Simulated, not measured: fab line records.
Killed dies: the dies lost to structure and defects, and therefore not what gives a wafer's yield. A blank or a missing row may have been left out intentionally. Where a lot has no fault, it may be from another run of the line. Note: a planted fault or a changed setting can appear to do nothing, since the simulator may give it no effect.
Which of the tools did it? ; flow n5-finfet ; 17 wafers from 6 lots sampled at 2 of the route's 1938 steps

== WHAT THE GAUGES READ, wafer by wafer ==
N5_BEOL_M13_INSPECT_55: inspects for defects (darkfield).
lot;measured;on;raw-defect-count
L422;day 12 00:50;defect-inspect-01;52 95 39
L427;day 13 08:07;defect-inspect-01;60 98
L430;day 14 07:31;defect-inspect-01;52 56 62
L435;day 15 12:55;defect-inspect-01;42 69 84
L440;day 17 16:56;defect-inspect-02;109 87 86
L442;day 17 23:46;defect-inspect-02;59 73 70

== WHICH TOOL RAN EACH LOT (tool, then ch and the chambers of the sampled wafers, then the start) ==
lot;N5_BEOL_M13_CMP_49
L422;cmp-04 ch 0,2,3, day 12 00:25
L427;cmp-01 ch 1,3, day 13 07:46
L430;cmp-03 ch 0,2,3, day 14 07:10
L435;cmp-04 ch 0,1, day 15 12:27
L440;cmp-01 ch 0,3, day 17 16:31
L442;cmp-03 ch 1,2,3, day 17 23:24
- N5_BEOL_M13_CMP_49: polishes, stops on SiOC, t overpolish 17.1 s, target thk 420 nm.

== THE ANSWER, worked out from the rows above alone ==
Rule: what is usual is taken from the lots themselves. Put in order of their means at a reading, lots are off if they are a third of the lots or fewer, leave a main group of 4 or more, and stand apart from it by a gap of 3 or more times the standard deviation of the main group's means; of several such gaps the widest counts. Not used: any main group whose means are identical at the precision the tables above print for the reading. Also off: a lot with no number at a reading for which 4 or more lots have one. Any other lot the step has rows for is counted as sound.
No lot is off on any of the readings shown, so nothing can be concluded from this.

== WHAT THE SIMULATOR HAD PUT IN ==
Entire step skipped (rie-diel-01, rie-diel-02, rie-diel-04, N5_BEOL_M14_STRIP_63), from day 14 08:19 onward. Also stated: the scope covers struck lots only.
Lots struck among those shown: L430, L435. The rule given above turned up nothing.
